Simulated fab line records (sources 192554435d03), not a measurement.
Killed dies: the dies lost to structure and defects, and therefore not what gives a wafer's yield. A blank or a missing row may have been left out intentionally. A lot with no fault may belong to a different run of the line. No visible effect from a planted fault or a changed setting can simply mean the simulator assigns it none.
fab line records	flow n5-finfet
record: lots: 8	wafers: 19	last-day: 17
route steps=1938 shown BEOL_M13@1672 BEOL_M15@1830 PASSIVATION@1936
lots untouched by any fault: they come from a run of this same line in which no faults occurred
start-h: hours from the record's opening day to when the first of the lot's shown wafers began	wait-h: time in hours since the lot's previous step	" repeats the value in the row above	L1.1+2: one row covering several wafers at once	- no value, or no start was given	* or withheld: withheld	< > ~ a bound
route shown NAME@n: NAME is a module with steps in the file, n the number in the route of the first one	usual: mean and standard deviation over wafers with no fault	same: alike in all rows	chamber/n: place in a boat	sites: the reading at each site	_std_site: standard deviation across them	_edge_site: the outer-site mean with the inner-site mean subtracted	radius-mm: how far each site lies from the wafer's centre	mask NAME#n: copy n	behind: the most recent tool/chamber to have shaped the wafer	hold: cause of the lot's hold/its duration in hours/its outcome	device: the transistor (n, p or np) that didn't switch	end of line: tests of these same wafers at the route's end	a step given without rows: its recipe and nothing more	killed: at the first sort, the dies lost to defects and structure; wafer yield is something else	map: dies across one wafer; x = killed, . = not, _ = none there
set.NAME: the setting that was run; set.NAME@STEP: the one run at that earlier step	model.NAME: the simulator's own value behind a step, which no gauge read
the route's steps for a sample of lots (tables are steps, rows are wafers)
services: when a tool's chamber went out of use (start-h, in hours from the record's first day, below 0 if earlier), for how many hours, and the reason
== steps ==
step: N5_BEOL_M13_DESCUM_15
recipe: chemistry: O2	time-s: 7.9	source-power-w: 50	bias-power-w: 20	pressure-mtorr: 20	rf-frequency-hz: 2.712e+07	temp-c: 40	o2-flow-sccm: 225
usual: drypump-motor-current-A: 5.8/0.51	oes-product-au: 0.79/0.077	rf-vpp-V: 243.0/1.3	showerhead-plenum-p-Torr: 2.09/0.065	throttle-valve-pct: 20.5/0.3
lot.wafer	tool	chamber	start-h	wait-h	drypump-motor-current-A	oes-product-au	rf-hours-counter-h	rf-vpp-V	showerhead-plenum-p-Torr	throttle-valve-pct
L911.2	rie-diel-04	3	238.74	1.0	5.4	0.97	1	244.8	2.13	19.8
L911.3	"	2	"	"	6.5	0.73	155	242.2	1.99	20.7
L911.6	"	2	"	"	6.5	0.72	-	242.9	1.99	20.7
L912.1	rie-diel-04	2	253.38	0.0	6.4	0.72	161	241.7	1.99	20.7
L912.3	"	1	"	"	5.6	0.75	139	243.4	2.11	20.5
L916.1	rie-diel-04	2	269.26	0.0	6.4	0.72	167	239.7	1.99	20.7
L916.2	"	3	"	"	5.4	0.92	14	242.3	2.12	19.8
L916.6	"	0	"	"	6.5	0.98	-	243.3	2.13	20.2
L921.1	rie-diel-01	0	305.23	0.1	6.7	0.82	92	244.7	2.20	20.4
L921.4	"	3	"	"	5.3	0.81	86	242.5	2.12	20.7
L919.4	rie-diel-05	1	306.15	0.0	5.8	0.71	-	240.2	1.99	20.8
L919.5	"	3	"	"	6.3	0.77	-	243.1	2.09	20.8
L919.6	"	1	"	"	5.8	0.71	-	242.4	1.99	20.8
L925.4	rie-diel-04	3	343.67	0.0	5.4	0.89	36	244.0	2.12	19.9
L925.5	"	1	"	"	5.7	0.73	-	244.2	2.10	20.6
L926.2	rie-diel-01	3	347.11	0.0	5.2	0.80	98	243.1	2.12	20.7
L926.5	"	3	"	"	5.2	0.79	-	243.0	2.12	20.7
L930.2	rie-diel-05	2	372.41	0.2	5.2	0.71	228	243.2	2.06	20.3
L930.5	"	0	"	"	5.7	0.75	-	243.9	2.18	20.2
step: N5_BEOL_M13_CD_MEAS_17
recipe: target-cd-nm: 190	polarity: opening
usual: cd-nm: 190.3/1.5
lot.wafer	tool	chamber	start-h	wait-h	cd-nm
L911.2	cd-sem-01	-	239.28	0.0	189.2
L911.3	"	-	"	"	193.3
L911.6	"	-	"	"	192.0
L912.1	cd-sem-03	-	253.98	0.0	189.5
L912.3	"	-	"	"	189.3
L916.1	cd-sem-02	-	269.80	0.0	191.9
L916.2	"	-	"	"	191.1
L916.6	"	-	"	"	189.1
L921.1	cd-sem-01	-	305.76	0.0	190.0
L921.4	"	-	"	"	192.2
L919.4	cd-sem-01	-	306.82	0.0	188.9
L919.5	"	-	"	"	190.5
L919.6	"	-	"	"	191.0
L925.4	cd-sem-03	-	344.21	0.0	187.5
L925.5	"	-	"	"	188.7
L926.2	cd-sem-01	-	347.65	0.0	191.7
L926.5	"	-	"	"	192.7
L930.2	cd-sem-02	-	372.94	0.0	190.7
L930.5	"	-	"	"	190.2
step: N5_BEOL_M13_TRENCH_ETCH_34
recipe: chemistry: C4F8/O2/Ar	target: SiOC	target-depth-a: 4134.7	mask-material: SOC	pressure-mtorr: 30	source-w: 3000	bias-w: 700	Ar_flow_sccm: 400	C4F8_flow_sccm: 15	O2_flow_sccm: 8	he-inner-torr: 15	he-outer-torr: 30	time-s: 162.6	ion-energy-ev: 250
usual: drypump-motor-current-A: 5.8/0.54	oes-product-au: 0.80/0.075	rf-vpp-V: 665.7/2.7	showerhead-plenum-p-Torr: 3.43/0.079	throttle-valve-pct: 24.2/0.36
lot.wafer	tool	chamber	start-h	wait-h	drypump-motor-current-A	oes-product-au	rf-hours-counter-h	rf-vpp-V	showerhead-plenum-p-Torr	throttle-valve-pct
L911.2	rie-diel-05	2	240.09	0.0	5.2	0.74	189	665.6	3.40	24.0
L911.3	"	0	"	"	5.7	0.78	120	670.4	3.57	23.9
L911.6	"	2	"	"	5.1	0.73	-	665.0	3.40	24.1
L912.1	rie-diel-04	2	254.80	0.0	6.5	0.73	161	660.9	3.32	24.8
L912.3	"	1	"	"	5.5	0.75	139	665.2	3.44	24.3
L916.1	rie-diel-04	2	270.90	0.0	6.5	0.73	168	661.6	3.31	24.8
L916.2	"	1	"	"	5.6	0.74	146	666.1	3.43	24.3
L916.6	"	1	"	"	5.6	0.74	-	667.0	3.43	24.3
L921.1	rie-diel-04	3	306.70	0.0	5.4	0.91	25	667.5	3.48	23.7
L921.4	"	1	"	"	5.6	0.73	157	666.3	3.43	24.3
L919.4	rie-diel-01	3	307.75	0.0	5.2	0.81	86	666.9	3.45	24.4
L919.5	"	3	"	"	5.2	0.80	-	665.6	3.45	24.5
L919.6	"	0	"	"	6.8	0.83	-	669.5	3.56	24.1
L925.4	rie-diel-04	1	345.80	0.0	5.6	0.72	170	664.3	3.42	24.3
L925.5	"	2	"	"	6.5	0.70	-	660.3	3.30	24.8
L926.2	rie-diel-04	3	348.47	0.0	5.4	0.88	38	668.2	3.47	23.8
L926.5	"	3	"	"	5.4	0.88	-	667.4	3.47	23.8
L930.2	rie-diel-05	3	373.88	0.0	6.3	0.75	159	667.0	3.43	24.8
L930.5	"	1	"	"	5.8	0.70	-	661.6	3.26	24.5
step: N5_BEOL_M13_OCD_MEAS_35
usual: trench-depth-nm: 415/6.6
lot.wafer	tool	chamber	start-h	wait-h	trench-depth-nm
L911.2	ocd-01	-	240.27	0.0	419
L911.3	"	-	"	"	420
L911.6	"	-	"	"	417
L912.1	ocd-02	-	254.97	0.0	410
L912.3	"	-	"	"	412
L916.1	ocd-01	-	271.08	0.0	414
L916.2	"	-	"	"	409
L916.6	"	-	"	"	410
L921.1	ocd-02	-	306.88	0.0	371
L921.4	"	-	"	"	407
L919.4	ocd-02	-	307.93	0.0	423
L919.5	"	-	"	"	421
L919.6	"	-	"	"	420
L925.4	ocd-01	-	345.97	0.0	408
L925.5	"	-	"	"	361
L926.2	ocd-01	-	348.64	0.0	423
L926.5	"	-	"	"	373
L930.2	ocd-02	-	374.06	0.0	405
L930.5	"	-	"	"	406
step: N5_BEOL_M13_STRIP_37
recipe: chemistry: N2/H2	power-w: 1000	temp-c: 250	h2-frac: 0.65	overash-fraction: 0.3	pressure-mtorr: withheld	n2-flow-sccm: 1750	h2-flow-sccm: 3250
usual: drypump-motor-current-A: 5.70/0.29	h2-flow-sccm: 3249/9.7	heater-power-w: 331/35	oes-product-au: 0.784/0.012
lot.wafer	tool	chamber	start-h	wait-h	drypump-motor-current-A	h2-flow-sccm	heater-power-w	oes-product-au	rf-hours-counter-h
L911.2	plasma-asher-02	0	240.31	0.0	6.03	3250	284	0.802	71
L911.3	"	0	"	"	6.03	3255	284	0.783	-
L911.6	"	1	"	"	5.77	3259	353	0.773	-
L912.1	plasma-asher-01	0	255.01	0.0	5.27	3242	366	0.787	114
L912.3	"	1	"	"	5.36	3270	350	0.786	-
L916.1	plasma-asher-01	1	271.12	0.0	5.36	3252	355	0.783	117
L916.2	"	0	"	"	5.27	3241	379	0.791	117
L916.6	"	1	"	"	5.36	3249	354	0.808	-
L921.1	plasma-asher-02	0	306.92	0.0	6.00	3249	290	0.793	85
L921.4	"	1	"	"	5.78	3248	340	0.762	-
L919.4	plasma-asher-01	0	307.99	0.1	5.31	3250	372	0.777	-
L919.5	"	1	"	"	5.37	3263	362	0.773	-
L919.6	"	0	"	"	5.27	3251	367	0.782	-
L925.4	plasma-asher-01	0	346.03	0.1	5.27	3255	372	0.782	-
L925.5	"	1	"	"	5.35	3269	348	0.788	-
L926.2	plasma-asher-02	0	348.68	0.0	5.99	3247	282	0.786	94
L926.5	"	1	"	"	5.79	3243	350	0.779	-
L930.2	plasma-asher-02	0	374.11	0.0	5.98	3247	280	0.773	99
L930.5	"	1	"	"	5.78	3251	337	0.789	-
step: N5_BEOL_M13_THK_MEAS_50
recipe: thk-meas-gauge: xrf	reads: Cu_of_BEOL_M13_ECD_47
usual: M13_THK: 442/8
lot.wafer	tool	chamber	start-h	wait-h	M13_THK[nm]
L911.2	film-metro-02	-	242.32	-	448
L911.3	"	-	"	"	452
L911.6	"	-	"	"	448
L912.1	film-metro-01	-	257.25	-	430
L912.3	"	-	"	"	428
L916.1	film-metro-01	-	273.50	-	439
L916.2	"	-	"	"	435
L916.6	"	-	"	"	435
L921.1	film-metro-01	-	311.02	-	397
L921.4	"	-	"	"	437
L919.4	film-metro-01	-	311.56	-	458
L919.5	"	-	"	"	457
L919.6	"	-	"	"	456
L925.4	film-metro-02	-	348.28	-	435
L925.5	"	-	"	"	384
L926.2	film-metro-01	-	352.57	-	449
L926.5	"	-	"	"	395
L930.2	film-metro-01	-	379.58	-	437
L930.5	"	-	"	"	440
step: N5_BEOL_M13_RS_MEAS_54
recipe: thk-meas-gauge: four-point-probe	reads: Cu_of_BEOL_M13_ECD_47+Ta_of_BEOL_M13_SPUTTER_44+TaN_of_BEOL_M13_SPUTTER_43
usual: M13_RS: 0.0448/0.00072
lot.wafer	tool	chamber	start-h	wait-h	M13_RS[ohm/sq]
L911.2	film-metro-01	-	242.45	0.1	0.0444
L911.3	"	-	"	"	0.0441
L911.6	"	-	"	"	0.0447
L912.1	film-metro-01	-	257.38	0.0	0.0457
L912.3	"	-	"	"	0.0453
L916.1	film-metro-01	-	273.63	0.0	0.0449
L916.2	"	-	"	"	0.0454
L916.6	"	-	"	"	0.0452
L921.1	film-metro-01	-	311.14	0.0	0.0502
L921.4	"	-	"	"	0.0459
L919.4	film-metro-02	-	311.70	0.0	0.0437
L919.5	"	-	"	"	0.0440
L919.6	"	-	"	"	0.0441
L925.4	film-metro-02	-	348.41	0.0	0.0455
L925.5	"	-	"	"	0.0516
L926.2	film-metro-01	-	352.70	0.1	0.0438
L926.5	"	-	"	"	0.0496
L930.2	film-metro-01	-	379.70	0.1	0.0459
L930.5	"	-	"	"	0.0458
step: N5_BEOL_M15_RC_MEAS_101
usual: COMB_M10: 1.4e-11/3.1e-12	COMB_M11: 1.35e-11/2.7e-12	COMB_M12: 5.8e-12/1.3e-12	COMB_M13: 4.6e-12/1.2e-12	COMB_M14: 3.4e-12/7.8e-13	COMB_M15: 2e-12/5.3e-13	COMB_M15_max_site: 3.1e-12/9.7e-13	COMB_M5: 3.8e-11/8.3e-12	COMB_M6: 2.5e-11/5.1e-12	COMB_M7: 2.5e-11/5.1e-12	COMB_M8: 2.6e-11/5.7e-12	COMB_M9: 1.4e-11/3.3e-12	SERP_M10: 3.01/0.085	SERP_M11: 3.05/0.084	SERP_M12: 0.630/0.016	SERP_M13: 0.308/0.0078	SERP_M13_max_site: 0.311/0.008	SERP_M14: 0.158/0.0049	SERP_M5: 39.0/1.5	SERP_M6: 13.3/0.53	SERP_M7: 13.7/0.68	SERP_M8: 13.1/0.53	SERP_M8_max_site: 13.7/0.59	SERP_M9: 3.05/0.081
lot.wafer	tool	chamber	start-h	wait-h	COMB_M10[S/m]	COMB_M11[S/m]	COMB_M12[S/m]	COMB_M13[S/m]	COMB_M14[S/m]	COMB_M15[S/m]	COMB_M15_max_site[S/m]	COMB_M5[S/m]	COMB_M6[S/m]	COMB_M7[S/m]	COMB_M8[S/m]	COMB_M9[S/m]	SERP_M10[ohm/um]	SERP_M11[ohm/um]	SERP_M12[ohm/um]	SERP_M13[ohm/um]	SERP_M13_max_site[ohm/um]	SERP_M14[ohm/um]	SERP_M5[ohm/um]	SERP_M6[ohm/um]	SERP_M7[ohm/um]	SERP_M8[ohm/um]	SERP_M8_max_site[ohm/um]	SERP_M9[ohm/um]
L911.2	prober-01	0	258.00	0.2	1.5e-11	1.21e-11	4.8e-12	3.9e-12	2.6e-12	2.3e-12	3.2e-12	2.7e-11	2.1e-11	1.9e-11	3.4e-11	1.3e-11	3.03	2.91	0.627	0.306	0.309	0.161	37.7	12.6	14.2	12.8	13.4	3.07
L911.3	"	0	"	"	2.3e-11	1.04e-11	5e-12	5.4e-12	5e-12	1.8e-12	3.2e-12	3.6e-11	2.5e-11	2.9e-11	2.7e-11	1.2e-11	3.06	3.05	0.615	0.301	0.306	0.158	40.8	13.2	13.0	13.0	13.7	3.02
L911.6	"	0	"	"	1.6e-11	9.8e-12	4.1e-12	7e-12	2.8e-12	1.5e-12	2.1e-12	3e-11	2.3e-11	2.2e-11	3e-11	1.7e-11	3.08	3.01	0.614	0.305	0.306	0.162	39.8	12.8	14.1	12.6	13.2	3.12
L912.1	prober-01	0	269.13	0.0	1.2e-11	9e-12	6.4e-12	5.9e-12	2.7e-12	2.2e-12	2.9e-12	4.6e-11	3e-11	2e-11	3.7e-11	1.2e-11	2.92	3.07	0.607	0.311	0.313	0.156	37.7	14.2	14.4	12.4	13.1	3.04
L912.3	"	0	"	"	1.5e-11	1.97e-11	5e-12	5.2e-12	4.4e-12	1.7e-12	2.7e-12	4.7e-11	2.8e-11	1.9e-11	2.2e-11	1.2e-11	2.74	3.07	0.626	0.311	0.314	0.156	37.1	13.7	14.0	14.0	15.4	3.07
L916.1	prober-01	0	285.25	0.5	1.1e-11	1.2e-11	1.1e-11	3.9e-12	3.4e-12	1.4e-12	2.5e-12	3.5e-11	2e-11	2.5e-11	1.8e-11	1.2e-11	3.01	3.20	0.646	0.305	0.309	0.160	40.5	13.2	12.9	12.9	13.1	3.05
L916.2	"	0	"	"	1.6e-11	1.65e-11	6.1e-12	5.3e-12	4.1e-12	2.3e-12	4.4e-12	4.5e-11	2.4e-11	2.3e-11	2.6e-11	1.4e-11	3.04	3.02	0.622	0.316	0.322	0.151	40.3	13.0	12.7	13.2	13.7	3.08
L916.6	"	0	"	"	1.4e-11	1.37e-11	9.1e-12	3.5e-12	3.4e-12	3.1e-12	3.9e-12	5.2e-11	3e-11	1.9e-11	1.8e-11	1.5e-11	2.90	3.07	0.642	0.318	0.323	0.158	39.7	13.3	13.9	12.7	13.3	3.17
L921.1	prober-02	0	326.27	0.0	1.3e-11	1.02e-11	5.3e-12	4e-12	3.4e-12	2e-12	3.1e-12	3.9e-11	2.3e-11	1.9e-11	2.7e-11	1.7e-11	2.97	3.21	0.642	0.353	0.356	0.157	40.3	13.6	14.2	13.8	14.2	2.96
L921.4	"	0	"	"	1.8e-11	8.8e-12	5.5e-12	3.9e-12	3.4e-12	1.8e-12	3.1e-12	4.4e-11	1.4e-11	2.6e-11	2.7e-11	1.6e-11	2.89	3.07	0.647	0.323	0.327	0.159	41.3	12.7	14.3	13.5	14.4	3.02
L919.4	prober-01	0	330.73	0.5	1.3e-11	1.23e-11	5.4e-12	5e-12	2.9e-12	2.3e-12	3e-12	4.2e-11	2e-11	2e-11	2.4e-11	1.6e-11	3.07	3.10	0.628	0.298	0.301	0.150	40.5	13.8	13.0	12.7	13.4	2.98
L919.5	"	0	"	"	1.2e-11	9.5e-12	5.3e-12	5.9e-12	3.3e-12	1.8e-12	2.2e-12	3.6e-11	3e-11	2.1e-11	2.9e-11	1.4e-11	3.11	3.07	0.624	0.302	0.306	0.161	38.9	12.6	13.3	12.2	12.9	3.13
L919.6	"	0	"	"	1.5e-11	1.16e-11	7.7e-12	5.2e-12	3.3e-12	2.6e-12	3.6e-12	3.2e-11	2.7e-11	2.1e-11	2.9e-11	1.7e-11	2.99	2.97	0.607	0.301	0.304	0.150	39.6	14.1	14.1	12.2	12.3	2.93
L925.4	prober-01	0	363.02	0.5	1.3e-11	1.55e-11	8.7e-12	3.4e-12	3.2e-12	2.3e-12	3.5e-12	2.6e-11	2.5e-11	3.4e-11	2.8e-11	1e-11	2.91	3.05	0.624	0.319	0.321	0.152	39.5	12.5	13.1	13.3	13.8	2.99
L925.5	"	0	"	"	2.2e-11	1.57e-11	5.9e-12	6.2e-12	2.8e-12	2.4e-12	3.1e-12	4.3e-11	2.3e-11	2.6e-11	3.7e-11	1e-11	3.01	3.03	0.656	0.357	0.360	0.160	39.7	12.7	13.2	13.1	13.7	3.01
L926.2	prober-02	0	365.57	0.2	1.1e-11	1.12e-11	3.2e-12	2.8e-12	4.3e-12	1.5e-12	2e-12	4.6e-11	3.5e-11	3.1e-11	2.2e-11	9e-12	2.87	2.93	0.664	0.305	0.308	0.159	37.4	12.9	14.1	12.7	13.4	2.97
L926.5	"	0	"	"	1.1e-11	1.09e-11	4.2e-12	3.3e-12	2.7e-12	1.9e-12	3.1e-12	4.5e-11	2.5e-11	2.6e-11	2.9e-11	1.3e-11	2.95	2.92	0.666	0.349	0.351	0.155	39.0	12.4	14.4	13.6	14.1	3.09
L930.2	prober-02	0	392.01	0.2	1.6e-11	1.07e-11	4.5e-12	2.3e-12	1.8e-12	2.2e-12	3.3e-12	3e-11	1.9e-11	2.3e-11	2.3e-11	1.5e-11	3.09	3.09	0.641	0.321	0.326	0.154	40.0	13.7	12.6	13.1	14.2	2.97
L930.5	"	0	"	"	1.3e-11	1.33e-11	4.8e-12	3.3e-12	3.4e-12	1.4e-12	2.6e-12	4e-11	2.4e-11	2.5e-11	1.9e-11	1.8e-11	3.13	3.13	0.631	0.326	0.330	0.161	38.8	13.4	12.4	13.6	13.9	2.99
sites SERP_M13 radius-mm=0,75,75,75,75,140,140,140,140
L911.2 0.305 0.306 0.307 0.307 0.309 0.305 0.304 0.305 0.308
L912.1 0.312 0.311 0.312 0.312 0.313 0.306 0.306 0.307 0.311
L916.1 0.303 0.309 0.305 0.307 0.307 0.302 0.305 0.306 0.303
L921.1 0.351 0.356 0.354 0.355 0.351 0.350 0.354 0.349 0.353
L919.4 0.297 0.298 0.298 0.299 0.297 0.301 0.300 0.299 0.296
L925.4 0.318 0.321 0.319 0.320 0.319 0.319 0.315 0.316 0.318
L926.2 0.304 0.306 0.305 0.306 0.308 0.306 0.305 0.305 0.304
L930.2 0.316 0.321 0.320 0.319 0.318 0.322 0.326 0.322 0.321
step: N5_PASSIVATION_PROBE_49
usual: defect-limited-yield: 91.2/1.5	killed_at_M0_to_M3: 36/10	killed_at_M4_up: 13/6	killed-at-contacts: 11/5.2	killed-at-front-end: 40/11	killed-at-other: 3.1/2.9	killed-dies: 104/17	killed-open: 66/12	killed-short: 34/7.7	sort_bin_5_function: 5.1/0.91	sort_bin_6_memory: 3.2/0.67	sort-n-pass: 1076/17	sort-yield-pct: 91.2/1.5
same: gross-dies: 1180	killed-at-back-side: 0	sort_bin_4_leakage[%]: 0	sort_bin_8_speed[%]: 0
lot.wafer	tool	chamber	start-h	wait-h	defect-limited-yield[%]	killed_at_M0_to_M3	killed_at_M4_up	killed-at-contacts	killed-at-front-end	killed-at-other	killed-dies	killed-open	killed-short	sort_bin_5_function[%]	sort_bin_6_memory[%]	sort-n-pass	sort-yield-pct[%]
L919.4	prober-02	-	348.82	0.2	90.7	41	8	8	52	1	110	63	46	6.0	2.9	1070	90.7
L919.5	prober-02	-	348.87	0.2	91.0	34	15	16	35	6	106	61	33	4.9	3.3	1074	91.0
L919.6	prober-02	-	348.92	0.3	91.4	45	18	9	25	5	102	73	28	5.0	3.4	1078	91.4
killed by level:class
L919.4 FIN_SAQP:geometric-particle:short=17 FIN_SAQP:geometric-particle:open=14 BEOL_M0_SAQP:geometric-particle:short=11 BEOL_M0_SAQP:geometric-particle:open=9 BEOL_M2:geometric-particle:open=8 MOL_CONTACT_COAG:geometric-particle:open=7 BEOL_M1:geometric-particle:open=7 STARTING-WAFER:geometric-particle:short=6
L919.5 MOL_CONTACT_COAG:geometric-particle:open=14 BEOL_M0_SAQP:geometric-particle:short=10 BEOL_M3:geometric-particle:open=8 FIN_SAQP:geometric-particle:short=7 BEOL_M1:geometric-particle:open=7 BEOL_M0_SAQP:geometric-particle:open=7 HKMG_FIN:area-etch=7 FIN_SAQP:geometric-particle:open=4
L919.6 BEOL_M0_SAQP:geometric-particle:open=12 BEOL_M0_SAQP:geometric-particle:short=10 BEOL_M3:geometric-particle:open=10 BEOL_M4:geometric-particle:open=10 FIN_SAQP:geometric-particle:open=7 MOL_CONTACT_COAG:geometric-particle:open=6 STI_FIN_REVEAL:geometric-particle:open=5 BEOL_M1:geometric-particle:open=4
== services ==
tool	chamber	start-h	hours	kind
rie-diel-04	0	239.05	-	clean
rie-diel-04	0	239.05	-	consumable-replace:focus-ring
rie-diel-04	0	239.05	24.7	scheduled-down
rie-diel-04	0	239.05	24.7	vent-cycle
rie-diel-01	1	286.80	6.7	repair
rie-diel-05	0	300.39	21.1	repair
rie-diel-05	2	303.66	4.9	repair
plasma-asher-01	-	309.25	10.4	repair
rie-diel-05	0	334.70	17.2	repair
== key ==
first-sign: step: N5_BEOL_M13_OCD_MEAS_35	reading: trench-depth-nm	direction: down	sigmas: 7.1	usual: 415	struck: 368
effect: step: N5_BEOL_M13_THK_MEAS_50	reading: M13_THK	direction: down	sigmas: 6.2	usual: 442	struck: 392
effect: step: N5_BEOL_M13_RS_MEAS_54	reading: M13_RS	direction: up	sigmas: 7.8	usual: 0.0448	struck: 0.0505
effect: step: N5_BEOL_M15_RC_MEAS_101	reading: SERP_M13	direction: up	sigmas: 5.7	usual: 0.308	struck: 0.353
met-at N5_BEOL_M13_TRENCH_ETCH_34
struck-lots L921,L925,L926
struck-wafers L921.1,L925.5,L926.5
not-acting-at N5_BEOL_M13_DESCUM_15,N5_BEOL_M13_CD_MEAS_17,N5_BEOL_M13_STRIP_37
onset-between 270.90 306.70
fault: kind: process-parameter-drift	tool: rie-diel-04	chamber: -	onset-h: 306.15	steps: N5_BEOL_M13_TRENCH_ETCH_34	channel: time-s	offset: *	shape: step	end-h: 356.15	scope: struck-wafers-only	acts-in: *	stated: *
